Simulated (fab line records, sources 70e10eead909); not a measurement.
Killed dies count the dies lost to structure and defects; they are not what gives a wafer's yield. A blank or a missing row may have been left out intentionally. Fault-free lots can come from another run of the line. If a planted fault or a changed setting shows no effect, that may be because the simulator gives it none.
fab line records + flow nandHarc
record
- lots=7
- wafers=18
- lastDay=33
route steps=1302 shown A_WL_FILL@954 END@1302
lots with no fault: from the same line, run without faults
startH: the number of hours between the record's first day and the start of the first shown wafer of the lot + waitH: hours since the lot's step before + " identical to the entry in the row above + L1.1+2: several wafers, shown together as one row + - no value, or no start given + * or withheld: withheld + < > ~ a bound
route shown NAME@n: NAME is a module with steps in the file, n the number in the route of the first one + usual: mean and standard deviation over wafers with no fault + same: alike in all rows + chamber/n: place in a boat + sites: per-site readings + _std_site: their standard deviation + _edge_site: inner sites' mean taken away from outer sites' mean + radiusMm: for every site, how far away it sits from the centre of the wafer + mask NAME#n: copy n + behind: the last tool/chamber to shape the wafer + hold: cause of the lot's hold/its duration in hours/its outcome + device: which transistor (n, p or np) failed to switch + end of line: the same wafers' tests at the end of the route + for a step that has no rows: nothing shown but its recipe + killed: dies lost to structure and defects at the first sort, not the wafer's yield + map: shows each die of a wafer: x if killed, . if not, _ if none is there
set.NAME: the setting the step ran with; set.NAME@STEP: the setting that earlier step ran with + model.NAME: the simulator's own value behind a step, which no gauge read
certain route steps with their lots: each step a table, each wafer a row
services: the hour from which a tool's chamber was out of use, counted from the record's first day as startH (under 0 if before that day), plus the number of hours and why
## steps
# step NHARC_A_WL_FILL_ALD_02
# recipe
- targetThkA=20
- pulseTimeS=3
- aldCycles=100
- tempC=450
- material=TiN
# usual
- heaterPowerW=1067/120
- precursorPulseHeightRel=0.999/0.021
| lot.wafer | tool        | chamber | startH | waitH | heaterPowerW | precursorPulseHeightRel |
|-----------|-------------|---------|--------|-------|--------------|-------------------------|
| L209.1    | aldMetal-03 | 3       | 553.67 | 0.2   | 1053         | 1.004                   |
| L209.3    | "           | 1       | "      | "     | 980          | 1.045                   |
| L209.5    | "           | 3       | "      | "     | 1036         | 1.000                   |
| L210.3    | aldMetal-01 | 0       | 553.87 | 0.2   | 1025         | 0.999                   |
| L210.1    | "           | 2       | "      | "     | 898          | 0.981                   |
| L210.6    | "           | 3       | "      | "     | 948          | 0.996                   |
| L217.2    | aldMetal-04 | 0       | 613.25 | 0.2   | 1156         | 0.952                   |
| L217.3    | "           | 3       | "      | "     | 1246         | 1.018                   |
| L216.1    | aldMetal-03 | 2       | 622.81 | 0.2   | 1343         | 1.001                   |
| L216.3    | "           | 3       | "      | "     | 1086         | 1.025                   |
| L218.1    | aldMetal-04 | 3       | 632.07 | 0.2   | 1277         | 0.991                   |
| L218.3    | "           | 0       | "      | "     | 1196         | 1.012                   |
| L223.3    | aldMetal-04 | 2       | 682.93 | 0.2   | 938          | 1.008                   |
| L223.1    | "           | 3       | "      | "     | 1238         | 0.976                   |
| L223.4    | "           | 0       | "      | "     | 1172         | 0.953                   |
| L224.1    | aldMetal-03 | 1       | 682.94 | 0.2   | 966          | 1.002                   |
| L224.2    | "           | 2       | "      | "     | 1326         | 1.037                   |
| L224.5    | "           | 1       | "      | "     | 1005         | 1.001                   |
# step NHARC_A_WL_FILL_CVD_03
# recipe
- targetThkA=400
- tempC=300
- pressureTorr=40
- wf6FlowSccm=40
- h2FlowSccm=1600
- arFlowSccm=1560
- timeS=279
- material=W
# usual
- heaterPowerW=461/14
- throttleValvePct=8.0/0.36
| lot.wafer | tool    | chamber | startH | waitH | heaterPowerW | throttleValvePct |
|-----------|---------|---------|--------|-------|--------------|------------------|
| L209.1    | cvdW-02 | 0       | 554.11 | 0.1   | 471          | 8.1              |
| L209.3    | "       | 1       | "      | "     | 471          | 7.6              |
| L209.5    | "       | 1       | "      | "     | 473          | 7.9              |
| L210.1    | cvdW-02 | 0       | 554.46 | 0.2   | 462          | 8.3              |
| L210.3    | "       | 1       | "      | "     | 477          | 7.6              |
| L210.6    | "       | 1       | "      | "     | 474          | 7.7              |
| L217.2    | cvdW-02 | 1       | 613.69 | 0.1   | 459          | 8.0              |
| L217.3    | "       | 1       | "      | "     | 477          | 8.0              |
| L216.1    | cvdW-02 | 0       | 623.26 | 0.1   | 477          | 8.6              |
| L216.3    | "       | 0       | "      | "     | 457          | 8.1              |
| L218.1    | cvdW-01 | 1       | 632.47 | 0.1   | 469          | 8.3              |
| L218.3    | "       | 0       | "      | "     | 440          | 7.5              |
| L224.2    | cvdW-02 | 0       | 683.34 | 0.1   | 431          | 8.4              |
| L224.1    | "       | 1       | "      | "     | 447          | 8.0              |
| L224.5    | "       | 0       | "      | "     | 435          | 8.0              |
| L223.1    | cvdW-02 | 0       | 683.65 | 0.3   | 447          | 8.3              |
| L223.4    | "       | 0       | "      | "     | 437          | 8.0              |
| L223.3    | "       | 1       | "      | "     | 465          | 7.9              |
# step NHARC_A_WL_FILL_ETCHBACK_04
# recipe
- targetDepthA=600
- timeS=120
- chemistry=NF3
# usual
- drypumpMotorCurrentA=5.6/0.37
- oesProductAu=1.001/0.012
- runLengthS=141.1/0.36
| lot.wafer | tool        | chamber | startH | waitH | drypumpMotorCurrentA | oesProductAu | rfHoursCounterH | runLengthS |
|-----------|-------------|---------|--------|-------|----------------------|--------------|-----------------|------------|
| L209.1    | rieMetal-02 | 0       | 554.51 | 0.4   | 5.8                  | 0.994        | 1.4             | 141.0      |
| L209.3    | "           | 0       | "      | "     | 5.8                  | 0.998        | -               | 140.5      |
| L209.5    | "           | 0       | "      | "     | 5.8                  | 0.997        | -               | 140.7      |
| L210.1    | rieMetal-03 | 0       | 554.82 | 0.3   | 5.9                  | 1.017        | 0.5             | 141.9      |
| L210.3    | "           | 1       | "      | "     | 6.2                  | 1.029        | -               | 140.7      |
| L210.6    | "           | 1       | "      | "     | 6.2                  | 1.019        | -               | 141.3      |
| L217.2    | rieMetal-02 | 1       | 614.06 | 0.3   | 5.6                  | 0.994        | 2.4             | 141.0      |
| L217.3    | "           | 1       | "      | "     | 5.6                  | 0.998        | -               | 141.5      |
| L216.1    | rieMetal-02 | 1       | 623.61 | 0.3   | 5.6                  | 0.997        | 2.7             | 140.9      |
| L216.3    | "           | 0       | "      | "     | 5.8                  | 0.993        | -               | 140.5      |
| L218.1    | rieMetal-01 | 0       | 632.88 | 0.4   | 5.7                  | 0.996        | 0.3             | 141.3      |
| L218.3    | "           | 0       | "      | "     | 5.7                  | 1.012        | -               | 141.2      |
| L224.2    | rieMetal-02 | 0       | 683.71 | 0.3   | 5.8                  | 0.984        | 0.9             | 140.9      |
| L224.1    | "           | 1       | "      | "     | 5.6                  | 1.002        | 0.9             | 140.5      |
| L224.5    | "           | 1       | "      | "     | 5.6                  | 1.005        | -               | 140.6      |
| L223.1    | rieMetal-01 | 1       | 684.05 | 0.4   | 5.0                  | 1.003        | 1.3             | 140.9      |
| L223.3    | "           | 0       | "      | "     | 5.7                  | 1.005        | -               | 141.0      |
| L223.4    | "           | 1       | "      | "     | 5.0                  | 0.999        | -               | 141.0      |
# step NHARC_A_WL_FILL_ETCHBACK_05
# recipe
- targetDepthA=220
- timeS=60
- tempC=40
- chemistry=Cl2/BCl3
# step NHARC_A_WL_FILL_STRIP_27
# recipe
- powerW=1500
- tempC=250
- timeS=20
- chemistry=N2/H2
# usual
- drypumpMotorCurrentA=5.6/0.43
- heaterPowerW=317/33
| lot.wafer | tool           | chamber | startH | waitH | drypumpMotorCurrentA | heaterPowerW | rfHoursCounterH |
|-----------|----------------|---------|--------|-------|----------------------|--------------|-----------------|
| L209.1    | plasmaAsher-01 | 1       | 554.88 | 0.1   | 6.2                  | 272          | 7               |
| L209.3    | "              | 0       | "      | "     | 5.4                  | 277          | -               |
| L209.5    | "              | 0       | "      | "     | 5.4                  | 279          | -               |
| L210.1    | plasmaAsher-02 | 0       | 555.19 | 0.1   | 5.7                  | 347          | 20              |
| L210.3    | "              | 1       | "      | "     | 5.0                  | 354          | -               |
| L210.6    | "              | 1       | "      | "     | 5.0                  | 350          | -               |
| L217.2    | plasmaAsher-02 | 0       | 614.45 | 0.1   | 5.7                  | 342          | 0               |
| L217.3    | "              | 1       | "      | "     | 5.0                  | 343          | -               |
| L216.1    | plasmaAsher-01 | 0       | 623.96 | 0.1   | 5.4                  | 287          | 21              |
| L216.3    | "              | 1       | "      | "     | 6.2                  | 270          | -               |
| L218.1    | plasmaAsher-02 | 0       | 633.25 | 0.1   | 5.7                  | 344          | 4               |
| L218.3    | "              | 0       | "      | "     | 5.7                  | 346          | -               |
| L224.1    | plasmaAsher-02 | 1       | 684.09 | 0.1   | 5.0                  | 341          | 15              |
| L224.2    | "              | 0       | "      | "     | 5.7                  | 340          | 15              |
| L224.5    | "              | 1       | "      | "     | 5.0                  | 350          | -               |
| L223.1    | plasmaAsher-01 | 1       | 684.40 | 0.1   | 6.2                  | 265          | 33              |
| L223.3    | "              | 1       | "      | "     | 6.2                  | 278          | -               |
| L223.4    | "              | 0       | "      | "     | 5.4                  | 284          | -               |
# step NHARC_A_WL_FILL_STRIP_28
# recipe
- timeS=1200
- tempC=72.5
- chemistry=postEtchResidueRemover
# step NHARC_A_WL_FILL_PRECLEAN_06
# recipe
- timeS=300
- chemistry=DIW
# step NHARC_A_WL_FILL_SRD_07
# step NHARC_A_WL_FILL_ANNEAL_08
# recipe
- tempC=450
- timeS=1800
# step NHARC_A_WL_FILL_ALD_10
# recipe
- targetThkA=500
- pulseTimeS=10
- aldCycles=500
- tempC=300
- material=SiO2
# step NHARC_A_WL_FILL_ETCHBACK_16
# recipe
- targetDepthA=1200
- timeS=24
- c4f8FlowSccm=withheld
- o2FlowSccm=8
- arFlowSccm=withheld
- rfW=600
- biasW=800
- chemistry=C4F8/O2/Ar
# usual
- oesProductAu=0.984/0.024
- rfVppV=724/4
- runLengthS=45.4/0.38
| lot.wafer | tool       | chamber | startH | waitH | oesProductAu | rfHoursCounterH | rfVppV | runLengthS |
|-----------|------------|---------|--------|-------|--------------|-----------------|--------|------------|
| L209.1    | rieDiel-08 | 1       | 564.37 | -     | 1.004        | 0.1             | 725    | 45.2       |
| L209.3    | "          | 2       | "      | "     | 0.996        | 0.1             | 723    | 44.7       |
| L209.5    | "          | 1       | "      | "     | 1.001        | -               | 725    | 45.6       |
| L210.1    | rieDiel-05 | 1       | 567.54 | -     | 0.973        | 4.6             | 717    | 45.0       |
| L210.3    | "          | 3       | "      | "     | 0.950        | 4.4             | 731    | 46.2       |
| L210.6    | "          | 0       | "      | "     | 0.964        | -               | 727    | 46.0       |
| L217.2    | rieDiel-08 | 0       | 622.92 | -     | 1.014        | 2.0             | 722    | 46.0       |
| L217.3    | "          | 1       | "      | "     | 0.994        | 2.7             | 723    | 30.3       |
| L216.1    | rieDiel-08 | 2       | 635.75 | -     | 0.975        | 3.4             | 723    | 45.0       |
| L216.3    | "          | 3       | "      | "     | 0.991        | 2.6             | 728    | 30.0       |
| L218.3    | rieDiel-08 | 1       | 644.20 | -     | 0.993        | 3.3             | 725    | 30.1       |
| L218.1    | "          | 0       | "      | "     | 1.013        | 2.8             | 721    | 45.8       |
| L224.2    | rieDiel-05 | 2       | 694.14 | -     | 0.941        | 2.5             | 729    | 44.9       |
| L224.1    | "          | 3       | "      | "     | 0.912        | 2.4             | 731    | 46.1       |
| L224.5    | "          | 2       | "      | "     | 0.926        | -               | 725    | 45.8       |
| L223.3    | rieDiel-03 | 0       | 694.20 | -     | 0.925        | 1.7             | 721    | 45.2       |
| L223.4    | "          | 1       | "      | "     | 0.936        | 1.5             | 728    | 45.3       |
| L223.1    | "          | 2       | "      | "     | 0.924        | 1.3             | 722    | 45.8       |
# step NHARC_A_WL_FILL_STRIP_29
# recipe
- timeS=20
- o2FlowSccm=500
- arFlowSccm=0
- biasW=0
- chemistry=O2
# usual
- drypumpMotorCurrentA=6.1/0.38
- oesProductAu=1.002/0.0096
- rfVppV=58.0/0.88
- showerheadPlenumPTorr=3.57/0.13
- throttleValvePct=17.036/0.0081
| lot.wafer | tool       | chamber | startH | waitH | drypumpMotorCurrentA | oesProductAu | rfHoursCounterH | rfVppV | showerheadPlenumPTorr | throttleValvePct |
|-----------|------------|---------|--------|-------|----------------------|--------------|-----------------|--------|-----------------------|------------------|
| L209.3    | rieDiel-08 | 1       | 564.47 | 0.1   | 6.0                  | 1.010        | 0.1             | 57.5   | 3.57                  | 17.016           |
| L209.1    | "          | 0       | "      | "     | 5.5                  | 1.012        | 0.1             | 57.6   | 3.45                  | 17.036           |
| L209.5    | "          | 2       | "      | "     | 6.7                  | 0.991        | -               | 57.9   | 3.52                  | 17.029           |
| L210.1    | rieDiel-05 | 0       | 567.63 | 0.1   | 5.8                  | 0.996        | 3.4             | 59.5   | 3.71                  | 17.031           |
| L210.3    | "          | 2       | "      | "     | 6.6                  | 1.017        | 4.4             | 57.5   | 3.65                  | 17.040           |
| L210.6    | "          | 0       | "      | "     | 5.8                  | 1.004        | -               | 59.9   | 3.71                  | 17.035           |
| L217.3    | rieDiel-08 | 0       | 623.02 | 0.1   | 5.5                  | 1.022        | 2.0             | 56.7   | 3.45                  | 17.043           |
| L217.2    | "          | 1       | "      | "     | 5.9                  | 0.998        | 2.7             | 57.6   | 3.57                  | 17.017           |
| L216.3    | rieDiel-08 | 2       | 635.87 | 0.1   | 6.7                  | 0.986        | 3.4             | 59.2   | 3.52                  | 17.057           |
| L216.1    | "          | 3       | "      | "     | 6.0                  | 1.000        | 2.6             | 56.4   | 3.72                  | 17.046           |
| L218.3    | rieDiel-08 | 3       | 644.30 | 0.1   | 6.0                  | 1.014        | 3.0             | 60.3   | 3.72                  | 17.033           |
| L218.1    | "          | 0       | "      | "     | 5.5                  | 1.019        | 2.8             | 57.0   | 3.45                  | 17.035           |
| L224.1    | rieDiel-05 | 3       | 694.23 | 0.1   | 6.0                  | 0.994        | 2.4             | 58.2   | 3.78                  | 17.024           |
| L224.2    | "          | 0       | "      | "     | 5.8                  | 0.998        | 2.4             | 58.2   | 3.71                  | 17.043           |
| L224.5    | "          | 2       | "      | "     | 6.6                  | 1.005        | -               | 59.4   | 3.65                  | 17.051           |
| L223.3    | rieDiel-03 | 1       | 694.31 | 0.1   | 5.8                  | 1.008        | 1.5             | 57.0   | 3.67                  | 17.034           |
| L223.4    | "          | 2       | "      | "     | 6.3                  | 1.001        | 1.3             | 58.3   | 3.47                  | 17.037           |
| L223.1    | "          | 3       | "      | "     | 6.4                  | 1.003        | 1.0             | 57.8   | 3.38                  | 17.053           |
# step NHARC_END_SORT_01
# recipe
- tempC=25
# usual
- killedAtArray=55/12
- killedAtOther=1.0/1.2
- killedAtPeriphery=3.9/2.6
- killedDies=60/12
- killedOpen=3.3/1.9
- killedShort=2.5/1.8
# same
- grossDies=677
| lot.wafer | tool      | chamber | startH | waitH | killedAtArray | killedAtOther | killedAtPeriphery | killedDies | killedOpen | killedShort |
|-----------|-----------|---------|--------|-------|---------------|---------------|-------------------|------------|------------|-------------|
| L217.3    | prober-02 | 0       | 707.25 | 3.1   | 675           | 0             | 2                 | 677        | 3          | 0           |
| L216.3    | prober-01 | 0       | 725.66 | 3.1   | 676           | 0             | 1                 | 677        | 4          | 5           |
| L218.3    | prober-01 | 0       | 733.46 | 3.1   | 673           | 0             | 4                 | 677        | 3          | 1           |
# killed by level:class
L217.3 A_WL_FILL:areaEtchback=623 A_SLIT:chamberFilmFlake=24 A_CHANNEL_HOLE_D2:chamberFilmFlake=17 A_CHANNEL_HOLE_D1:chamberFilmFlake=4 A_CONTACT:chamberFilmFlake=3 A_CHANNEL_FILL_D1:geometricParticle:open=2 A_M0:geometricParticle:open=1 P_GATE:chamberFilmFlake=1
L216.3 A_WL_FILL:areaEtchback=602 A_SLIT:chamberFilmFlake=34 A_CHANNEL_HOLE_D1:chamberFilmFlake=26 A_CHANNEL_FILL_D2:geometricParticle:short=2 A_SGD_CUT:geometricParticle:short=2 A_STAIRCASE:chamberFilmFlake=2 A_WL_FILL:chamberFilmFlake=2 A_BLC:chamberFilmFlake=2
L218.3 A_WL_FILL:areaEtchback=622 A_SLIT:chamberFilmFlake=31 A_CHANNEL_HOLE_D1:chamberFilmFlake=7 A_CONTACT:chamberFilmFlake=4 P_STI:chamberFilmFlake=2 A_DECK1_JOINT:chamberFilmFlake=2 A_WL_FILL:chamberFilmFlake=2 A_DECK1_JOINT:geometricParticle:open=1
# map L216.3 (x killed, . not)
____________x____________
_________xxxxxxx_________
_______xxxxxxxxxxx_______
______xxxxxxxxxxxxx______
_____xxxxxxxxxxxxxxx_____
____xxxxxxxxxxxxxxxxx____
____xxxxxxxxxxxxxxxxx____
___xxxxxxxxxxxxxxxxxxx___
___xxxxxxxxxxxxxxxxxxx___
__xxxxxxxxxxxxxxxxxxxxx__
__xxxxxxxxxxxxxxxxxxxxx__
_xxxxxxxxxxxxxxxxxxxxxxx_
_xxxxxxxxxxxxxxxxxxxxxxx_
_xxxxxxxxxxxxxxxxxxxxxxx_
_xxxxxxxxxxxxxxxxxxxxxxx_
_xxxxxxxxxxxxxxxxxxxxxxx_
xxxxxxxxxxxxxxxxxxxxxxxxx
xxxxxxxxxxxxxxxxxxxxxxxxx
xxxxxxxxxxxxxxxxxxxxxxxxx
xxxxxxxxxxxxxxxxxxxxxxxxx
xxxxxxxxxxxxxxxxxxxxxxxxx
_xxxxxxxxxxxxxxxxxxxxxxx_
_xxxxxxxxxxxxxxxxxxxxxxx_
_xxxxxxxxxxxxxxxxxxxxxxx_
_xxxxxxxxxxxxxxxxxxxxxxx_
_xxxxxxxxxxxxxxxxxxxxxxx_
__xxxxxxxxxxxxxxxxxxxxx__
__xxxxxxxxxxxxxxxxxxxxx__
___xxxxxxxxxxxxxxxxxxx___
___xxxxxxxxxxxxxxxxxxx___
____xxxxxxxxxxxxxxxxx____
____xxxxxxxxxxxxxxxxx____
_____xxxxxxxxxxxxxxx_____
______xxxxxxxxxxxxx______
_______xxxxxxxxxxx_______
_________xxxxxxx_________
____________x____________
# map L217.3 (x killed, . not)
____________x____________
_________xxxxxxx_________
_______xxxxxxxxxxx_______
______xxxxxxxxxxxxx______
_____xxxxxxxxxxxxxxx_____
____xxxxxxxxxxxxxxxxx____
____xxxxxxxxxxxxxxxxx____
___xxxxxxxxxxxxxxxxxxx___
___xxxxxxxxxxxxxxxxxxx___
__xxxxxxxxxxxxxxxxxxxxx__
__xxxxxxxxxxxxxxxxxxxxx__
_xxxxxxxxxxxxxxxxxxxxxxx_
_xxxxxxxxxxxxxxxxxxxxxxx_
_xxxxxxxxxxxxxxxxxxxxxxx_
_xxxxxxxxxxxxxxxxxxxxxxx_
_xxxxxxxxxxxxxxxxxxxxxxx_
xxxxxxxxxxxxxxxxxxxxxxxxx
xxxxxxxxxxxxxxxxxxxxxxxxx
xxxxxxxxxxxxxxxxxxxxxxxxx
xxxxxxxxxxxxxxxxxxxxxxxxx
xxxxxxxxxxxxxxxxxxxxxxxxx
_xxxxxxxxxxxxxxxxxxxxxxx_
_xxxxxxxxxxxxxxxxxxxxxxx_
_xxxxxxxxxxxxxxxxxxxxxxx_
_xxxxxxxxxxxxxxxxxxxxxxx_
_xxxxxxxxxxxxxxxxxxxxxxx_
__xxxxxxxxxxxxxxxxxxxxx__
__xxxxxxxxxxxxxxxxxxxxx__
___xxxxxxxxxxxxxxxxxxx___
___xxxxxxxxxxxxxxxxxxx___
____xxxxxxxxxxxxxxxxx____
____xxxxxxxxxxxxxxxxx____
_____xxxxxxxxxxxxxxx_____
______xxxxxxxxxxxxx______
_______xxxxxxxxxxx_______
_________xxxxxxx_________
____________x____________
## services
| tool           | chamber | startH | hours | kind      |
|----------------|---------|--------|-------|-----------|
| cvdW-02        | 1       | 533.44 | 13.9  | repair    |
| plasmaAsher-02 | -       | 535.60 | 8.6   | repair    |
| rieDiel-08     | -       | 544.80 | 9.0   | pm        |
| rieDiel-08     | 0       | 544.80 | 9.0   | ventCycle |
| rieDiel-08     | 1       | 544.80 | 9.0   | ventCycle |
| rieDiel-08     | 2       | 544.80 | 9.0   | ventCycle |
| rieDiel-08     | 3       | 544.80 | 9.0   | ventCycle |
| rieDiel-03     | 3       | 545.22 | 2.0   | repair    |
| cvdW-01        | -       | 547.60 | 13.0  | pm        |
| rieDiel-05     | 0       | 552.73 | 8.8   | repair    |
| rieDiel-08     | 0       | 553.80 | -     | clean     |
| rieDiel-05     | -       | 583.60 | 9.0   | pm        |
| plasmaAsher-02 | -       | 603.23 | 9.0   | pm        |
| plasmaAsher-01 | -       | 607.42 | 2.4   | repair    |
| rieMetal-01    | -       | 609.81 | 9.0   | pm        |
| rieMetal-03    | -       | 628.89 | 0.4   | repair    |
| rieDiel-08     | 1       | 628.94 | 9.7   | repair    |
| rieMetal-02    | -       | 631.07 | 9.0   | pm        |
| cvdW-02        | -       | 631.11 | 13.0  | pm        |
| aldMetal-04    | 1       | 634.07 | 6.4   | repair    |
| rieDiel-03     | -       | 635.30 | 9.0   | pm        |
| aldMetal-04    | -       | 652.00 | 10.0  | pm        |
| rieDiel-03     | 3       | 675.06 | 6.6   | repair    |
| aldMetal-04    | 1       | 679.85 | 26.4  | repair    |
## key
firstSign
- step=NHARC_A_WL_FILL_ETCHBACK_16
- reading=runLengthS
- direction=down
- sigmas=41
- usual=*
- struck=*
effect
- step=NHARC_END_SORT_01
- reading=killedAtArray
- direction=up
- sigmas=52
- usual=55
- struck=675
moreKillsBornAt
- NHARC_A_WL_FILL_ETCHBACK_16@rieDiel-08=1847
metAt NHARC_A_WL_FILL_ETCHBACK_16
struckWafers L216.3,L217.3,L218.3
laterRowsLeftOut L216.3,L217.3,L218.3
testerLeftOut L216,L217,L218
onsetBetween 564.37 622.92
fault
- kind=processParameterDrift
- tool=rieDiel-08
- chamber=-
- onsetH=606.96
- steps=NHARC_A_WL_FILL_ETCHBACK_16
- channel=timeS
- offset=*
- shape=step
- endH=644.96
- scope=struckWafersOnly
- actsIn=*
- stated=*
# testerLeftOut: of these lots the tester's yield and bins aren't shown, on N5 and GAA mostly nor the transistor test; their killed dies are dies lost to structure and defects alone, not to doping, threshold or leakage, so they don't give the yield
# laterRowsLeftOut: the simulator's readings of these wafers behind a module that went badly wrong aren't trusted and aren't shown, but for the sort
